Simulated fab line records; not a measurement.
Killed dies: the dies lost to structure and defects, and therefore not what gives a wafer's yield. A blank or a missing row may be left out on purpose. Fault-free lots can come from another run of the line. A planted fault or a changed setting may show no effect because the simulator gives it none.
Matching of chambers -- flow n5 finfet -- ald sin-02 running N5_BEOL_M0_SAQP_SPACER1_ALD_98: 4 sister chambers
The step deposits SiO2, target thk 12.8 nm, pulse time 1 s, purge time 2 s. 4 wafers are shown with their chamber, then 9 later ones without.

## EACH WAFER AND ITS CHAMBER
wafer,chamber,heater power w (W)
L086.4,2,518
L087.1,1,420
L087.3,0,458
L087.6,3,533

## WAFERS WITH NO CHAMBER GIVEN
wafer,heater power w (W)
L092.1,420
L092.2,517
L092.5,468
L095.2,512
L095.3,541
L095.6,543
L096.3,541
L096.4,468
L096.6,535

## EACH ONE'S CHAMBER
wafer,from the rows above,in truth
L092.1,1,1
L092.2,2,2
L092.5,0,0
L095.2,2,2
L095.3,3,3
L095.6,3,3
L096.3,3,3
L096.4,0,0
L096.6,3,3
Correct placement for 9 of the 9. Can't be placed from these rows: 0. Placed wrongly: 0.
How it was worked out, from the rows above alone: a wafer's distance from a chamber is the root of the sum, over the readings, of the square of ((its reading less the chamber's mean) divided by the reading's scatter). The wafer belongs to the nearest chamber; if the next one is less than 2 further off, it can't be placed. Each chamber's mean is taken over the wafers shown for it. The scatter (one wafer shown for each chamber): square how far every hidden wafer sits from the nearest shown wafer, average those squares and take the square root.
